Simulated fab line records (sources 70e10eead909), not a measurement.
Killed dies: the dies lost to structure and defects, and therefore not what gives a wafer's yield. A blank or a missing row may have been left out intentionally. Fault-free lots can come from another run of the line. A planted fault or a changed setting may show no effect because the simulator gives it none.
Matching of chambers || flow nand harc || NHARC_P_ZERO_WELL_DESCUM_13 on rie diel-09 has 4 sister chambers
The step chemistry O2, time 3 s. 4 wafers are shown with their chamber, then 12 later ones without.

EACH WAFER AND ITS CHAMBER
{"wafer": "L088.1", "chamber": 3, "drypump motor current A (A)": 5.0}
{"wafer": "L088.2", "chamber": 1, "drypump motor current A (A)": 5.3}
{"wafer": "L090.4", "chamber": 2, "drypump motor current A (A)": 6.0}
{"wafer": "L090.6", "chamber": 0, "drypump motor current A (A)": 6.3}

WAFERS WHOSE CHAMBER IS MISSING
{"wafer": "L093.1", "drypump motor current A (A)": 6.0}
{"wafer": "L093.3", "drypump motor current A (A)": 5.2}
{"wafer": "L093.6", "drypump motor current A (A)": 6.0}
{"wafer": "L094.1", "drypump motor current A (A)": 6.3}
{"wafer": "L094.3", "drypump motor current A (A)": 6.0}
{"wafer": "L094.4", "drypump motor current A (A)": 5.3}
{"wafer": "L095.1", "drypump motor current A (A)": 5.0}
{"wafer": "L095.2", "drypump motor current A (A)": 6.3}
{"wafer": "L095.3", "drypump motor current A (A)": 6.0}
{"wafer": "L096.3", "drypump motor current A (A)": 6.0}
{"wafer": "L096.4", "drypump motor current A (A)": 5.3}
{"wafer": "L096.5", "drypump motor current A (A)": 6.3}

THE CHAMBER EACH PASSED THROUGH
{"wafer": "L093.1", "from the rows above": 2, "in truth": 2}
{"wafer": "L093.3", "from the rows above": 1, "in truth": 1}
{"wafer": "L093.6", "from the rows above": 2, "in truth": 2}
{"wafer": "L094.1", "from the rows above": 0, "in truth": 0}
{"wafer": "L094.3", "from the rows above": 2, "in truth": 2}
{"wafer": "L094.4", "from the rows above": 1, "in truth": 1}
{"wafer": "L095.1", "from the rows above": 3, "in truth": 3}
{"wafer": "L095.2", "from the rows above": 0, "in truth": 0}
{"wafer": "L095.3", "from the rows above": 2, "in truth": 2}
{"wafer": "L096.3", "from the rows above": 2, "in truth": 2}
{"wafer": "L096.4", "from the rows above": 1, "in truth": 1}
{"wafer": "L096.5", "from the rows above": 0, "in truth": 0}
Placed correctly: 12 of 12. Left unplaced by these rows: 0. Number placed wrongly: 0.
How it was worked out, from the rows above alone: a wafer's distance from a chamber is the root of the sum, over the readings, of the square of ((its reading less the chamber's mean) divided by the reading's scatter). The wafer belongs to the nearest chamber; if the next one is less than 2 further off, it can't be placed. The mean given for a chamber averages the wafers shown for that chamber. The scatter (one wafer shown for each chamber): square how far every hidden wafer sits from the nearest shown wafer, average those squares and take the square root.
